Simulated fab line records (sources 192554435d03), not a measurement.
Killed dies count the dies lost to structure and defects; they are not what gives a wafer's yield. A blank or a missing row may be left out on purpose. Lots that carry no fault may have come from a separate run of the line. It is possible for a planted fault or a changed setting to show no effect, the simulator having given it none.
Which tool was responsible? || flow n5Finfet || Sampling: 10 lots, 29 wafers, 5 of 1938 route steps

WHAT EACH GAUGE READ, for each wafer
N5_WELL_APT_CD_MEAS_08: target cd 200 nm.
{"lot": "L606", "measured": "day 2 01:36", "on": "cdSem-03", "cdNm (nm)": "197.2 198.0 197.5"}
{"lot": "L607", "measured": "day 2 07:41", "on": "cdSem-01", "cdNm (nm)": "200.8 199.7 198.8"}
{"lot": "L608", "measured": "day 2 13:47", "on": "cdSem-02", "cdNm (nm)": "200.9 201.2 201.1"}
{"lot": "L609", "measured": "day 2 20:23", "on": "cdSem-02", "cdNm (nm)": "198.7 197.3 198.4"}
{"lot": "L618", "measured": "day 5 01:41", "on": "cdSem-01", "cdNm (nm)": "198.4 198.5 199.1"}
{"lot": "L619", "measured": "day 5 07:49", "on": "cdSem-03", "cdNm (nm)": "198.5 198.3 198.8"}
{"lot": "L620", "measured": "day 5 13:54", "on": "cdSem-02", "cdNm (nm)": "197.4 200.1 198.8"}
{"lot": "L623", "measured": "day 6 07:36", "on": "cdSem-03", "cdNm (nm)": "200.5 201.4 199.3"}
{"lot": "L624", "measured": "day 6 13:41", "on": "cdSem-03", "cdNm (nm)": "200.1 199.5 199.3"}
{"lot": "L626", "measured": "day 7 01:34", "on": "cdSem-01", "cdNm (nm)": "203.5 202.1"}

N5_BEOL_M4_RC_MEAS_101.
{"lot": "L606", "measured": "day 9 02:08", "on": "prober-02", "CJ_N": "4.39 4.33 4.40", "DIBL_N (mV/V)": "34.0 36.0 33.7", "DIBL_P (mV/V)": "33.8 37.2 33.5", "IOFF_N (nA/um)": "0.141 0.186 0.142", "IOFF_P (nA/um)": "0.19 0.26 0.19", "ION_N (uA/um)": "683 685 678", "ION_P (uA/um)": "462 468 465", "SS_N (mV/dec)": "71.2 71.9 70.4", "SS_P (mV/dec)": "72.1 73.3 72.3", "VT_N (mV)": "250 245 249", "VT_P (mV)": "-250 -246 -250"}
{"lot": "L607", "measured": "day 9 03:11", "on": "prober-01", "CJ_N": "3.76 3.81 3.80", "DIBL_N (mV/V)": "33.7 34.7 38.5", "DIBL_P (mV/V)": "31.3 33.0 37.4", "IOFF_N (nA/um)": "0.112 0.132 0.193", "IOFF_P (nA/um)": "0.17 0.19 0.25", "ION_N (uA/um)": "664 683 685", "ION_P (uA/um)": "458 469 470", "SS_N (mV/dec)": "70.7 71.3 72.6", "SS_P (mV/dec)": "72.4 73.6 74.7", "VT_N (mV)": "254 252 247", "VT_P (mV)": "-253 -251 -248"}
{"lot": "L608", "measured": "day 9 07:03", "on": "prober-02", "CJ_N": "3.61 3.84 3.67", "DIBL_N (mV/V)": "36.5 37.7 35.6", "DIBL_P (mV/V)": "34.7 34.5 32.9", "IOFF_N (nA/um)": "0.173 0.196 0.145", "IOFF_P (nA/um)": "0.21 0.20 0.18", "ION_N (uA/um)": "675 697 680", "ION_P (uA/um)": "460 468 464", "SS_N (mV/dec)": "72.1 73.3 71.4", "SS_P (mV/dec)": "72.9 73.0 72.6", "VT_N (mV)": "248 248 250", "VT_P (mV)": "-251 -252 -252"}
{"lot": "L609", "measured": "day 9 06:25", "on": "prober-01", "CJ_N": "3.75 3.79 3.90", "DIBL_N (mV/V)": "33.0 31.3 35.1", "DIBL_P (mV/V)": "32.8 30.8 34.6", "IOFF_N (nA/um)": "0.129 0.105 0.159", "IOFF_P (nA/um)": "0.17 0.14 0.19", "ION_N (uA/um)": "671 640 678", "ION_P (uA/um)": "460 444 460", "SS_N (mV/dec)": "71.6 70.1 71.8", "SS_P (mV/dec)": "72.4 71.8 72.7", "VT_N (mV)": "251 256 247", "VT_P (mV)": "-251 -255 -252"}
{"lot": "L618", "measured": "day 12 03:38", "on": "prober-02", "CJ_N": "4.41 4.40 4.29", "DIBL_N (mV/V)": "34.9 35.6 35.3", "DIBL_P (mV/V)": "35.7 35.3 36.2", "IOFF_N (nA/um)": "0.146 0.153 0.148", "IOFF_P (nA/um)": "0.18 0.18 0.20", "ION_N (uA/um)": "680 667 676", "ION_P (uA/um)": "461 459 465", "SS_N (mV/dec)": "70.7 70.9 70.3", "SS_P (mV/dec)": "72.8 73.2 73.6", "VT_N (mV)": "249 250 250", "VT_P (mV)": "-250 -250 -252"}
{"lot": "L619", "measured": "day 11 20:23", "on": "prober-02", "CJ_N": "4.35 4.37 4.20", "DIBL_N (mV/V)": "37.2 37.9 36.4", "DIBL_P (mV/V)": "36.8 38.4 36.6", "IOFF_N (nA/um)": "0.162 0.173 0.152", "IOFF_P (nA/um)": "0.21 0.23 0.21", "ION_N (uA/um)": "670 679 672", "ION_P (uA/um)": "459 462 456", "SS_N (mV/dec)": "71.5 71.5 72.0", "SS_P (mV/dec)": "73.0 73.5 72.5", "VT_N (mV)": "253 250 251", "VT_P (mV)": "-248 -249 -250"}
{"lot": "L620", "measured": "day 12 13:44", "on": "prober-01", "CJ_N": "4.34 4.38 4.35", "DIBL_N (mV/V)": "36.7 37.4 37.1", "DIBL_P (mV/V)": "36.3 37.0 36.7", "IOFF_N (nA/um)": "0.157 0.171 0.169", "IOFF_P (nA/um)": "0.21 0.23 0.23", "ION_N (uA/um)": "682 683 677", "ION_P (uA/um)": "472 469 467", "SS_N (mV/dec)": "72.4 72.5 71.9", "SS_P (mV/dec)": "72.9 73.6 73.5", "VT_N (mV)": "248 248 246", "VT_P (mV)": "-248 -247 -247"}
{"lot": "L623", "measured": "day 12 22:20", "on": "prober-01", "CJ_N": "4.28 4.25 4.25", "DIBL_N (mV/V)": "34.8 36.9 36.3", "DIBL_P (mV/V)": "33.1 36.3 35.8", "IOFF_N (nA/um)": "0.112 0.160 0.146", "IOFF_P (nA/um)": "0.18 0.23 0.22", "ION_N (uA/um)": "654 682 679", "ION_P (uA/um)": "458 474 468", "SS_N (mV/dec)": "71.0 71.2 71.5", "SS_P (mV/dec)": "72.4 73.0 72.6", "VT_N (mV)": "255 248 250", "VT_P (mV)": "-251 -247 -249"}
{"lot": "L624", "measured": "day 13 17:22", "on": "prober-01", "CJ_N": "4.37 4.41 4.39", "DIBL_N (mV/V)": "34.4 33.9 36.7", "DIBL_P (mV/V)": "34.9 34.4 37.3", "IOFF_N (nA/um)": "0.137 0.128 0.166", "IOFF_P (nA/um)": "0.18 0.18 0.21", "ION_N (uA/um)": "666 659 675", "ION_P (uA/um)": "456 456 459", "SS_N (mV/dec)": "71.0 71.1 71.2", "SS_P (mV/dec)": "72.7 72.4 73.2", "VT_N (mV)": "251 252 250", "VT_P (mV)": "-253 -255 -253"}
{"lot": "L626", "measured": "day 14 00:10", "on": "prober-01", "CJ_N": "4.33 4.19", "DIBL_N (mV/V)": "36.4 37.0", "DIBL_P (mV/V)": "38.0 39.4", "IOFF_N (nA/um)": "0.163 0.172", "IOFF_P (nA/um)": "0.20 0.22", "ION_N (uA/um)": "666 676", "ION_P (uA/um)": "459 464", "SS_N (mV/dec)": "71.1 71.1", "SS_P (mV/dec)": "73.1 73.1", "VT_N (mV)": "246 249", "VT_P (mV)": "-252 -251"}

EACH LOT AND THE TOOL THAT RAN IT (in order: tool; ch and the chambers of the sampled wafers; start)
{"lot": "L606", "N5_ZERO_LAYER_ETCH_17": "rieDiel-02 ch 0,1,3, day 2 00:44", "N5_WELL_APT_DESCUM_13": "rieDiel-06 ch 0,1,2, day 2 01:41", "N5_WELL_APT_IMPLANT_32": "implanter-02 ch 0, day 2 03:05"}
{"lot": "L607", "N5_ZERO_LAYER_ETCH_17": "rieDiel-05 ch 0,1,3, day 2 06:51", "N5_WELL_APT_DESCUM_13": "rieDiel-06 ch 0,1, day 2 07:47", "N5_WELL_APT_IMPLANT_32": "implanter-02 ch 0, day 2 09:20"}
{"lot": "L608", "N5_ZERO_LAYER_ETCH_17": "rieDiel-05 ch 0,1,3, day 2 12:47", "N5_WELL_APT_DESCUM_13": "rieDiel-06 ch 2,3, day 2 13:52", "N5_WELL_APT_IMPLANT_32": "implanter-02 ch 0, day 2 15:18"}
{"lot": "L609", "N5_ZERO_LAYER_ETCH_17": "rieDiel-04 ch 0,1,2, day 2 19:25", "N5_WELL_APT_DESCUM_13": "rieDiel-01 ch 0,1,2, day 2 21:07", "N5_WELL_APT_IMPLANT_32": "implanter-02 ch 0, day 2 22:52"}
{"lot": "L618", "N5_ZERO_LAYER_ETCH_17": "rieDiel-05 ch 0,2, day 5 00:43", "N5_WELL_APT_DESCUM_13": "rieDiel-06 ch 1,2, day 5 02:03", "N5_WELL_APT_IMPLANT_32": "implanter-02 ch 0, day 5 03:35"}
{"lot": "L619", "N5_ZERO_LAYER_ETCH_17": "rieDiel-05 ch 0,1,2, day 5 06:50", "N5_WELL_APT_DESCUM_13": "rieDiel-03 ch 1,2, day 5 07:53", "N5_WELL_APT_IMPLANT_32": "implanter-02 ch 0, day 5 09:19"}
{"lot": "L620", "N5_ZERO_LAYER_ETCH_17": "rieDiel-04 ch 0,3, day 5 12:50", "N5_WELL_APT_DESCUM_13": "rieDiel-06 ch 0,1, day 5 14:02", "N5_WELL_APT_IMPLANT_32": "implanter-02 ch 0, day 5 15:26"}
{"lot": "L623", "N5_ZERO_LAYER_ETCH_17": "rieDiel-02 ch 2,3, day 6 06:43", "N5_WELL_APT_DESCUM_13": "rieDiel-06 ch 0,2, day 6 07:41", "N5_WELL_APT_IMPLANT_32": "implanter-02 ch 0, day 6 09:22"}
{"lot": "L624", "N5_ZERO_LAYER_ETCH_17": "rieDiel-05 ch 0,3, day 6 12:50", "N5_WELL_APT_DESCUM_13": "rieDiel-01 ch 1,2,3, day 6 13:46", "N5_WELL_APT_IMPLANT_32": "implanter-02 ch 0, day 6 15:17"}
{"lot": "L626", "N5_ZERO_LAYER_ETCH_17": "rieDiel-02 ch 0,1, day 7 00:44", "N5_WELL_APT_DESCUM_13": "rieDiel-06 ch 0,2, day 7 01:43", "N5_WELL_APT_IMPLANT_32": "implanter-01 ch 0, day 7 03:13"}
- N5_ZERO_LAYER_ETCH_17: etches SiO2 in CF4, target depth 12 nm, time 13.3 s.
- N5_WELL_APT_DESCUM_13: chemistry O2, time 7.9 s.
- N5_WELL_APT_IMPLANT_32

AS READ BY THE TOOLS THEMSELVES (means over the sampled wafers that have a number; for cases with no such wafer, the mark the record gives instead)
N5_ZERO_LAYER_ETCH_17.
{"lot": "L606", "tool": "rieDiel-02", "drypumpMotorCurrentA (A)": 5.1, "oesProductAu (a.u.)": 0.71, "rfVppV (V)": 950, "showerheadPlenumPTorr (Torr)": 2.16, "throttleValvePct (%)": 15.71}
{"lot": "L607", "tool": "rieDiel-05", "drypumpMotorCurrentA (A)": 5.8, "oesProductAu (a.u.)": 0.76, "rfVppV (V)": 951, "showerheadPlenumPTorr (Torr)": 2.17, "throttleValvePct (%)": 15.73}
{"lot": "L608", "tool": "rieDiel-05", "drypumpMotorCurrentA (A)": 5.8, "oesProductAu (a.u.)": 0.76, "rfVppV (V)": 950, "showerheadPlenumPTorr (Torr)": 2.17, "throttleValvePct (%)": 15.74}
{"lot": "L609", "tool": "rieDiel-04", "drypumpMotorCurrentA (A)": 5.9, "oesProductAu (a.u.)": 0.83, "rfVppV (V)": 950, "showerheadPlenumPTorr (Torr)": 2.15, "throttleValvePct (%)": 15.57}
{"lot": "L618", "tool": "rieDiel-05", "drypumpMotorCurrentA (A)": 5.7, "oesProductAu (a.u.)": 0.89, "rfVppV (V)": 952, "showerheadPlenumPTorr (Torr)": 2.20, "throttleValvePct (%)": 15.58}
{"lot": "L619", "tool": "rieDiel-05", "drypumpMotorCurrentA (A)": 5.8, "oesProductAu (a.u.)": 0.83, "rfVppV (V)": 952, "showerheadPlenumPTorr (Torr)": 2.18, "throttleValvePct (%)": 15.62}
{"lot": "L620", "tool": "rieDiel-04", "drypumpMotorCurrentA (A)": 5.8, "oesProductAu (a.u.)": 0.83, "rfVppV (V)": 950, "showerheadPlenumPTorr (Torr)": 2.17, "throttleValvePct (%)": 15.51}
{"lot": "L623", "tool": "rieDiel-02", "drypumpMotorCurrentA (A)": 5.3, "oesProductAu (a.u.)": 0.73, "rfVppV (V)": 952, "showerheadPlenumPTorr (Torr)": 2.20, "throttleValvePct (%)": 15.74}
{"lot": "L624", "tool": "rieDiel-05", "drypumpMotorCurrentA (A)": 5.8, "oesProductAu (a.u.)": 0.88, "rfVppV (V)": 949, "showerheadPlenumPTorr (Torr)": 2.15, "throttleValvePct (%)": 15.57}
{"lot": "L626", "tool": "rieDiel-02", "drypumpMotorCurrentA (A)": 5.2, "oesProductAu (a.u.)": 0.67, "rfVppV (V)": 946, "showerheadPlenumPTorr (Torr)": 2.11, "throttleValvePct (%)": 15.74}

N5_WELL_APT_DESCUM_13.
{"lot": "L606", "tool": "rieDiel-06", "drypumpMotorCurrentA (A)": 6.2, "oesProductAu (a.u.)": 0.74, "rfVppV (V)": 244.0, "showerheadPlenumPTorr (Torr)": 2.15, "throttleValvePct (%)": 20.40}
{"lot": "L607", "tool": "rieDiel-06", "drypumpMotorCurrentA (A)": 6.0, "oesProductAu (a.u.)": 0.75, "rfVppV (V)": 244.4, "showerheadPlenumPTorr (Torr)": 2.19, "throttleValvePct (%)": 20.45}
{"lot": "L608", "tool": "rieDiel-06", "drypumpMotorCurrentA (A)": 6.0, "oesProductAu (a.u.)": 0.72, "rfVppV (V)": 242.2, "showerheadPlenumPTorr (Torr)": 2.04, "throttleValvePct (%)": 20.44}
{"lot": "L609", "tool": "rieDiel-01", "drypumpMotorCurrentA (A)": 5.8, "oesProductAu (a.u.)": 0.82, "rfVppV (V)": 243.9, "showerheadPlenumPTorr (Torr)": 2.13, "throttleValvePct (%)": 20.10}
{"lot": "L618", "tool": "rieDiel-06", "drypumpMotorCurrentA (A)": 6.5, "oesProductAu (a.u.)": 0.73, "rfVppV (V)": 244.3, "showerheadPlenumPTorr (Torr)": 2.14, "throttleValvePct (%)": 20.45}
{"lot": "L619", "tool": "rieDiel-03", "drypumpMotorCurrentA (A)": 5.1, "oesProductAu (a.u.)": 0.81, "rfVppV (V)": 244.4, "showerheadPlenumPTorr (Torr)": 2.16, "throttleValvePct (%)": 20.61}
{"lot": "L620", "tool": "rieDiel-06", "drypumpMotorCurrentA (A)": 6.0, "oesProductAu (a.u.)": 0.72, "rfVppV (V)": 244.1, "showerheadPlenumPTorr (Torr)": 2.18, "throttleValvePct (%)": 20.50}
{"lot": "L623", "tool": "rieDiel-06", "drypumpMotorCurrentA (A)": 6.1, "oesProductAu (a.u.)": 0.71, "rfVppV (V)": 243.9, "showerheadPlenumPTorr (Torr)": 2.09, "throttleValvePct (%)": 20.41}
{"lot": "L624", "tool": "rieDiel-01", "drypumpMotorCurrentA (A)": 5.9, "oesProductAu (a.u.)": 0.75, "rfVppV (V)": 243.2, "showerheadPlenumPTorr (Torr)": 2.11, "throttleValvePct (%)": 20.26}
{"lot": "L626", "tool": "rieDiel-06", "drypumpMotorCurrentA (A)": 6.0, "oesProductAu (a.u.)": 0.70, "rfVppV (V)": 244.3, "showerheadPlenumPTorr (Torr)": 2.11, "throttleValvePct (%)": 20.44}

N5_WELL_APT_IMPLANT_32.
{"lot": "L606", "tool": "implanter-02", "doseIonsCm2": 1.9996e+13, "endStationPressureTorr (Torr)": 4.82e-06, "faradayCurrentUA": 249}
{"lot": "L607", "tool": "implanter-02", "doseIonsCm2": 1.4972e+13, "endStationPressureTorr (Torr)": 4.93e-06, "faradayCurrentUA": 189}
{"lot": "L608", "tool": "implanter-02", "doseIonsCm2": 1.4991e+13, "endStationPressureTorr (Torr)": 4.99e-06, "faradayCurrentUA": 192}
{"lot": "L609", "tool": "implanter-02", "doseIonsCm2": 1.4969e+13, "endStationPressureTorr (Torr)": 5.18e-06, "faradayCurrentUA": 186}
{"lot": "L618", "tool": "implanter-02", "doseIonsCm2": 2.0025e+13, "endStationPressureTorr (Torr)": 5.17e-06, "faradayCurrentUA": 256}
{"lot": "L619", "tool": "implanter-02", "doseIonsCm2": 2.0011e+13, "endStationPressureTorr (Torr)": 5.31e-06, "faradayCurrentUA": 252}
{"lot": "L620", "tool": "implanter-02", "doseIonsCm2": 2.0030e+13, "endStationPressureTorr (Torr)": 5.39e-06, "faradayCurrentUA": 256}
{"lot": "L623", "tool": "implanter-02", "doseIonsCm2": 1.9997e+13, "endStationPressureTorr (Torr)": 5.20e-06, "faradayCurrentUA": 254}
{"lot": "L624", "tool": "implanter-02", "doseIonsCm2": 1.9991e+13, "endStationPressureTorr (Torr)": 4.96e-06, "faradayCurrentUA": 253}
{"lot": "L626", "tool": "implanter-01", "doseIonsCm2": 1.9979e+13, "endStationPressureTorr (Torr)": 5.30e-06, "faradayCurrentUA": 258}

THE ANSWER, worked out from the rows above alone
Rule: what is usual is taken from the lots themselves. The widest of any qualifying gaps counts: lots, ordered by their means at a reading, are off when they make up no more than a third of the lots, leave a main group of 4 or more, and stand apart from it by 3 or more times the standard deviation of that group's means. If all means in a main group match to the digits the tables above print for the reading, that group is not used. Also off: a lot with no number at a reading for which 4 or more lots have one. Any other lot the step has rows for is counted as sound. First the gauges in route order, then the tools' own readings, where a lot's mean is used as printed above. The first step at which some lot is off is used, and at that step the reading that is off furthest; a lot without a number counts as furthest.
Off: L607, L608, L609, at N5_BEOL_M4_RC_MEAS_101 (CJ_N). Mean 4.33 and standard deviation 0.051 in the main group.
If a tool, at a process step before that reading, ran all the lots that are off and no sound lot after the first of them, it fits. Not tried: the gauges at N5_BEOL_M4_RC_MEAS_101; whatever is off there is also off at N5_WELL_APT_IMPLANT_32, on other tools, and gauge error can't account for it. Not one of the candidates tried fits.

WHAT WAS PUT IN BY THE SIMULATOR
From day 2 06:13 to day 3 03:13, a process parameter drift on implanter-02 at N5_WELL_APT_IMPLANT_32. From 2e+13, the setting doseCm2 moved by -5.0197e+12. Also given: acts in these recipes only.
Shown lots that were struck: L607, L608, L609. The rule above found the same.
